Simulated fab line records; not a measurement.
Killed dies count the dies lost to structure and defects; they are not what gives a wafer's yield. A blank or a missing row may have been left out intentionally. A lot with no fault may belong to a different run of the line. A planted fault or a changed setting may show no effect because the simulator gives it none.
The tool behind it: which one? | flow n5Finfet | Sampling: 11 lots, 33 wafers, 2 of 1938 route steps

== WHAT EACH GAUGE READ, for each wafer ==
N5_BEOL_M1_CD_MEAS_35: target cd 18 nm, target cd y 21 nm.
lot  | measured     | on       | cdNm (nm)
L075 | day 6 17:49  | cdSem-03 | 18.0 17.8 18.1
L077 | day 7 03:10  | cdSem-02 | 18.3 18.5 18.1
L079 | day 7 14:37  | cdSem-03 | 18.1 17.3 17.4
L081 | day 8 10:38  | cdSem-03 | 17.7 18.2 17.8
L083 | day 8 22:33  | cdSem-03 | 17.7 18.3 18.2
L084 | day 8 23:01  | cdSem-01 | 17.9 18.6 17.6
L088 | day 9 15:52  | cdSem-01 | 17.3 18.0 17.8
L090 | day 10 12:24 | cdSem-01 | 17.6 18.0 18.0
L092 | day 10 22:22 | cdSem-03 | 18.9 18.4 18.5
L094 | day 11 12:07 | cdSem-01 | 17.9 18.3 17.9
L096 | day 12 04:04 | cdSem-01 | 17.8 18.1 17.6

== TOOL THAT RAN EACH LOT (tool first, then ch and the chambers of the sampled wafers, then the start) ==
lot  | N5_BEOL_M1_ETCH_69
L075 | rieDiel-02 ch 0,1,3, day 6 15:01
L077 | rieDiel-02 ch 0,1, day 6 23:36
L079 | rieDiel-04 ch 1,2,3, day 7 13:19
L081 | rieDiel-02 ch 0,2,3, day 7 22:01
L083 | rieDiel-04 ch 0,3, day 8 18:23
L084 | rieDiel-04 ch 0,2,3, day 8 20:23
L088 | rieDiel-04 ch 2,3, day 9 14:09
L090 | rieDiel-02 ch 0,3, day 10 03:43
L092 | rieDiel-02 ch 0,1,2, day 10 14:05
L094 | rieDiel-02 ch 0,3, day 11 08:13
L096 | rieDiel-04 ch 0,3, day 11 16:37
- N5_BEOL_M1_ETCH_69: etches SiARC in CF4, target depth 15.6 nm, time 26 s.

== THE ANSWER, worked out from the rows above alone ==
Rule: what is usual is taken from the lots themselves. Put in order of their means at a reading, lots are off if they are a third of the lots or fewer, leave a main group of 4 or more, and stand apart from it by a gap of 3 or more times the standard deviation of the main group's means; of several such gaps the widest counts. A main group is skipped when, at the precision printed for the reading in the tables above, its means are all equal. Also off: a lot with no number at a reading for which 4 or more lots have one. The other lots that the step has rows for count as sound.
None of the lots is off at any reading shown; this tells nothing.

== WHAT WAS PUT IN BY THE SIMULATOR ==
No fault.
